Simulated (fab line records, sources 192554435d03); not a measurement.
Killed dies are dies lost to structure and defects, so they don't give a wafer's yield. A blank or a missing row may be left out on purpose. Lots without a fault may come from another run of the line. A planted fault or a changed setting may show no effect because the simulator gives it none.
fab line records | flow n5_finfet
record lots=10 wafers=29 last_day=17
route steps=1938 shown ILD0@335 SDB@349 BEOL_M4@1111
lots that met no fault: from a run of the same line without faults
start_h: hours from the record's first day to the start of the lot's first wafer shown | wait_h: hours since the lot's step before | " the same as in the row above | L1.1+2: a row that stands for several wafers | - no value, or no start given | * or withheld: withheld | < > ~ a bound
route shown NAME@n: a module of which the file shows steps, and the number in the route of the first | usual: mean/standard deviation of fault-free wafers | same: alike in all rows | chamber/n: place in a boat | sites: the reading at each site | _std_site: their standard deviation | _edge_site: outer sites' mean less inner sites' | radius_mm: how far each site lies from the wafer's centre | mask NAME#n: copy n | behind: the tool/chamber that last shaped the wafer | hold: why the lot was held/for how many hours/how that ended | device: the transistor (n, p or np) that didn't switch | end of line: the same wafers' tests at the end of the route | a step without rows: its recipe alone | killed: dies lost to structure and defects at the first sort, not the wafer's yield | map: a wafer's dies, x killed, . not, _ none there
set.NAME: the setting as run; set.NAME@STEP: as run at that earlier step | model.NAME: the simulator's own value behind a step, which no gauge read
steps of the route over a sample of lots; a table a step, a row a wafer
services: from which hour (start_h, from the record's first day; less than 0 if before it) a tool's chamber was out of use, for how many hours, and why
## steps
# step N5_ILD0_LINER_00
# recipe material=SiNx target_thk_a=40 temp_c=400 ald_precursor_family=SiH2I2 ald_co_reactant=N2/H2-plasma pulse_time_s=1 purge_time_s=2 co_reactant_purge_time_s=2 ald_cycles=80 pressure_torr=2
# usual heater_power_w=888/78 precursor_pulse_height_rel=1.002/0.019
# same purge_time_s=2
# columns lot.wafer tool chamber start_h wait_h heater_power_w precursor_pulse_height_rel
L230.1 ald_sin-02 1 58.46 0.0 860 1.035
L230.6 " 1 " " 854 0.983
L232.2 ald_sin-02 2 71.33 0.0 855 1.005
L232.3 " 0 " " 1014 0.998
L232.4 " 1 " " 831 0.971
L234.1 ald_sin-01 2 82.42 0.5 764 1.001
L234.2 " 3 " " 881 1.031
L234.3 " 1 " " 849 0.986
L235.3 ald_sin-01 1 88.96 0.0 874 1.022
L235.4 " 2 " " 769 1.006
L235.5 " 3 " " 887 1.008
L238.1 ald_sin-02 0 107.33 0.0 1029 0.992
L238.4 " 1 " " 859 1.007
L238.5 " 1 " " 852 0.999
L245.1 ald_sin-02 3 151.39 0.0 803 1.013
L245.2 " 2 " " 843 1.018
L245.6 " 0 " " 1039 0.977
L247.3 ald_sin-02 3 161.62 0.0 830 1.020
L247.4 " 0 " " 1038 0.971
L247.5 " 0 " " 1050 0.965
L248.1 ald_sin-03 3 170.70 0.4 937 1.024
L248.2 " 2 " " 945 0.989
L248.5 " 3 " " 950 1.005
L250.1 ald_sin-01 2 182.17 0.5 785 0.977
L250.4 " 3 " " 907 0.995
L250.5 " 3 " " 900 0.978
L253.1 ald_sin-03 2 199.72 0.0 972 1.009
L253.2 " 3 " " 882 1.035
L253.5 " 2 " " 960 0.981
# step N5_ILD0_THK_MEAS_08
# usual thk_nm=138.5/1.2
# columns lot.wafer tool chamber start_h wait_h thk_nm
L230.1 film_metro-01 - 61.45 - 140.0
L230.6 " - " " 140.3
L232.2 film_metro-02 - 74.31 - 137.1
L232.3 " - " " 137.4
L232.4 " - " " 136.3
L234.1 film_metro-01 - 85.40 - 140.1
L234.2 " - " " 140.2
L234.3 " - " " 140.1
L235.3 film_metro-01 - 91.95 - 138.5
L235.4 " - " " 137.6
L235.5 " - " " 138.5
L238.1 film_metro-01 - 110.50 - 140.5
L238.4 " - " " 140.6
L238.5 " - " " 139.5
L245.1 film_metro-02 - 154.38 - 139.0
L245.2 " - " " 138.6
L245.6 " - " " 138.2
L247.3 film_metro-02 - 164.74 - 138.7
L247.4 " - " " 137.2
L247.5 " - " " 139.4
L248.1 film_metro-01 - 173.70 - 137.4
L248.2 " - " " 136.3
L248.5 " - " " 138.2
L250.1 film_metro-02 - 185.17 - 138.0
L250.4 " - " " 139.5
L250.5 " - " " 138.5
L253.1 film_metro-02 - 203.22 - 137.6
L253.2 " - " " 138.8
L253.5 " - " " 138.7
# step N5_ILD0_CMP_12
# recipe stop_on=poly-Si material=SiNx t_overpolish_s=6 post_cmp_clean=alkaline_brush down_force_psi=2.5 platen_rpm=51.8 pad_velocity_m_s=1.0307 target_thk_nm=17.67
# usual edge_zone_pressure_frac=1.000/0.004 motor_current_A=9.1/1 overpolish_run_s=6.000/0.009 time_to_endpoint_s=27.6/2.6
# columns lot.wafer tool chamber start_h wait_h edge_zone_pressure_frac motor_current_A overpolish_run_s time_to_endpoint_s
L230.1 cmp-01 3 64.36 1.1 0.991 9.8 5.982 25.9
L230.6 " 0 " " 1.000 7.6 6.008 28.5
L232.4 cmp-01 0 77.23 1.1 1.000 8.4 5.996 26.9
L232.2 " 2 " " 1.006 8.8 6.015 28.5
L232.3 " 3 " " 1.005 9.2 6.008 23.8
L234.3 cmp-01 1 88.53 1.1 1.002 7.8 6.001 32.6
L234.2 " 2 " " 1.005 8.8 5.997 31.3
L234.1 " 3 " " 1.001 9.7 5.995 26.4
L235.4 cmp-02 3 94.94 0.1 0.995 9.5 6.005 29.0
L235.3 " 0 " " 1.004 10.4 6.004 27.2
L235.5 " 2 " " 0.998 9.7 6.005 23.9
L238.4 cmp-01 3 113.72 1.4 0.999 9.7 5.989 24.6
L238.1 " 1 " " 0.998 7.9 5.992 30.7
L238.5 " 3 " " 1.002 9.5 6.025 25.0
L245.2 cmp-01 0 157.29 1.1 1.006 8.8 6.007 27.3
L245.1 " 2 " " 1.007 9.1 5.995 27.8
L245.6 " 1 " " 0.999 7.9 6.012 27.4
L247.3 cmp-01 2 167.73 1.2 1.003 9.3 6.003 28.5
L247.4 " 3 " " 1.002 9.7 5.997 24.7
L247.5 " 0 " " 0.998 8.3 5.996 27.1
L248.2 cmp-02 0 176.69 1.2 0.998 10.5 5.991 27.9
L248.1 " 1 " " 1.001 9.8 5.996 25.8
L248.5 " 3 " " 0.995 10.2 5.993 30.5
L250.1 cmp-01 0 188.27 1.1 0.989 8.5 5.988 29.0
L250.4 " 2 " " 1.001 8.6 5.997 28.2
L250.5 " 0 " " 0.999 8.4 5.999 29.7
L253.1 cmp-01 1 206.13 1.1 1.000 7.6 6.012 23.8
L253.2 " 2 " " 1.001 8.9 5.999 25.2
L253.5 " 2 " " 0.999 9.3 5.995 25.8
# step N5_SDB_COAT_04
# recipe resist=SiARC temp_c=220 time_s=60 spin_rpm=1500 resist_thk_nm=18
# usual heater_power_total_W=427.6/2.2 run_length_s=66.28/0.28
# columns lot.wafer tool chamber start_h wait_h heater_power_total_W run_length_s
L230.1 litho_track-02 0 64.81 - 425.7 65.96
L230.6 " 0 " " 425.3 65.99
L232.2 litho_track-04 0 77.67 - 428.8 66.62
L232.3 " 0 " " 424.9 66.49
L232.4 " 0 " " 427.5 66.55
L234.1 litho_track-05 0 89.09 - 427.6 66.73
L234.2 " 0 " " 426.7 66.82
L234.3 " 0 " " 424.2 66.54
L235.3 litho_track-04 0 95.31 - 456.3 60.90
L235.4 " 0 " " 450.2 60.88
L235.5 " 0 " " 450.5 60.71
L238.1 litho_track-04 0 114.16 - 455.4 60.96
L238.4 " 0 " " 450.4 60.91
L238.5 " 0 " " 455.2 60.69
L245.1 litho_track-05 0 157.74 - 424.3 66.76
L245.2 " 0 " " 427.2 66.68
L245.6 " 0 " " 429.0 66.44
L247.3 litho_track-04 0 168.11 - 424.5 66.29
L247.4 " 0 " " 426.0 66.31
L247.5 " 0 " " 430.6 66.29
L248.1 litho_track-02 0 177.06 - 427.4 66.00
L248.2 " 0 " " 426.1 65.89
L248.5 " 0 " " 429.4 65.84
L250.1 litho_track-05 0 188.71 - 429.2 66.59
L250.4 " 0 " " 426.5 66.50
L250.5 " 0 " " 426.7 66.48
L253.1 litho_track-04 0 206.58 - 424.1 66.51
L253.2 " 0 " " 428.9 66.28
L253.5 " 0 " " 425.0 66.30
# step N5_BEOL_M4_RC_MEAS_101
# usual DIBL_N=36.2/1.7 DIBL_P=36.6/1.9 IOFF_N=0.16/0.032 IOFF_P=0.21/0.037 ION_N=675/12 ION_P=460/8.1 SS_N=71.4/0.58 SS_P=73.4/0.64 VT_N=249/3.2 VT_P=-252/3.4
# columns lot.wafer tool chamber start_h wait_h DIBL_N[mV/V] DIBL_P[mV/V] IOFF_N[nA/um] IOFF_P[nA/um] ION_N[uA/um] ION_P[uA/um] SS_N[mV/dec] SS_P[mV/dec] VT_N[mV] VT_P[mV]
L230.1 prober-02 0 166.74 0.0 39.2 38.4 0.20 0.22 673 452 72.1 73.8 246 -252
L230.6 " 0 " " 36.3 35.2 0.15 0.18 674 459 70.1 73.3 248 -252
L232.2 prober-01 0 178.44 0.2 38.3 38.3 0.19 0.26 684 460 71.3 74.0 246 -247
L232.3 " 0 " " 40.0 40.5 0.24 0.31 685 469 72.7 74.1 244 -242
L232.4 " 0 " " 36.8 37.0 0.18 0.24 685 466 71.6 73.1 247 -246
L234.1 prober-02 0 192.76 0.0 37.4 37.4 0.19 0.21 688 468 71.5 73.3 247 -251
L234.2 " 0 " " 35.3 34.8 0.14 0.17 669 454 71.3 73.3 253 -255
L234.3 " 0 " " 36.7 36.8 0.18 0.20 664 457 72.4 73.7 249 -252
L235.3 prober-02 0 194.52 0.3 37.4 38.4 0.18 0.23 679 467 71.6 74.6 249 -246
L235.4 " 0 " " 34.8 34.5 0.13 0.16 674 461 70.8 73.0 251 -251
L235.5 " 0 " " 35.5 35.5 0.15 0.18 671 458 70.8 73.6 251 -253
L238.1 prober-01 0 203.10 0.0 39.4 39.6 0.27 0.30 700 471 72.8 74.4 242 -245
L238.4 " 0 " " 39.1 39.7 0.25 0.30 697 473 71.7 74.9 241 -244
L238.5 " 0 " " 38.0 38.2 0.23 0.27 697 471 71.8 73.8 242 -250
L245.1 prober-01 0 249.09 0.0 35.3 37.0 0.17 0.18 685 454 71.2 73.0 249 -258
L245.2 " 0 " " 33.8 34.9 0.14 0.15 671 444 71.3 73.1 250 -260
L245.6 " 0 " " 33.4 34.9 0.13 0.15 654 442 70.9 72.6 250 -259
L247.3 prober-02 0 264.09 0.3 37.1 37.9 0.17 0.21 678 463 71.4 73.3 248 -251
L247.4 " 0 " " 35.6 35.9 0.15 0.17 657 450 71.7 73.1 248 -254
L247.5 " 0 " " 34.8 34.4 0.13 0.16 667 454 71.3 72.4 251 -255
L248.1 prober-01 0 267.66 0.0 34.6 34.0 0.14 0.15 679 461 70.6 73.0 249 -256
L248.2 " 0 " " 36.3 37.4 0.16 0.19 667 451 71.6 73.7 250 -254
L248.5 " 0 " " 36.0 36.6 0.15 0.17 680 455 72.1 73.5 250 -256
L250.1 prober-02 0 286.74 0.0 36.8 36.1 0.13 0.19 656 448 71.4 72.4 253 -255
L250.4 " 0 " " 36.7 35.8 0.15 0.18 683 457 71.7 72.7 252 -256
L250.5 " 0 " " 37.9 37.3 0.15 0.20 671 461 71.1 73.7 250 -252
L253.1 prober-02 0 296.75 0.0 37.0 35.9 0.16 0.21 680 465 71.2 72.9 249 -253
L253.2 " 0 " " 35.7 34.2 0.13 0.19 666 460 69.8 72.2 254 -250
L253.5 " 0 " " 37.2 37.3 0.17 0.23 684 469 71.0 73.9 249 -247
## services
# columns tool chamber start_h hours kind
cmp-02 - 37.24 0.8 repair
cmp-02 - 41.65 0.2 repair
ald_sin-03 0 42.96 6.5 repair
cmp-02 - 69.14 2.2 repair
ald_sin-03 - 80.58 2.8 pm
ald_sin-01 2 91.42 7.6 repair
cmp-02 - 103.28 22.4 pm
cmp-01 - 109.72 4.0 pm
cmp-01 - 113.72 - consumable_replace:conditioner
cmp-01 - 113.72 - consumable_replace:pad
cmp-01 - 130.78 0.4 repair
cmp-01 - 134.49 5.1 pm
ald_sin-02 - 176.75 14.0 pm
ald_sin-02 0 176.75 14.0 vent_cycle
ald_sin-02 1 176.75 14.0 vent_cycle
ald_sin-02 2 176.75 14.0 vent_cycle
ald_sin-02 3 176.75 14.0 vent_cycle
ald_sin-03 - 179.52 6.0 pm
ald_sin-03 0 187.35 3.2 repair
ald_sin-02 0 190.75 - clean
ald_sin-02 1 190.75 - clean
ald_sin-02 2 190.75 - clean
cmp-01 - 195.44 2.3 repair
cmp-02 - 200.12 5.6 pm
## key
first_sign step=N5_SDB_COAT_04 reading=run_length_s direction=down sigmas=20 usual=* struck=*
effect step=N5_SDB_COAT_04 reading=heater_power_total_W direction=up sigmas=12 usual=* struck=*
met_at N5_SDB_COAT_04
struck_lots L235,L238
not_acting_at N5_ILD0_LINER_00,N5_ILD0_THK_MEAS_08,N5_ILD0_CMP_12
onset_between 77.67 95.31
fault kind=process_parameter_drift tool=litho_track-04 chamber=- onset_h=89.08 steps=N5_SDB_COAT_04 channel=time_s offset=* shape=step end_h=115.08 acts_in=* stated=*
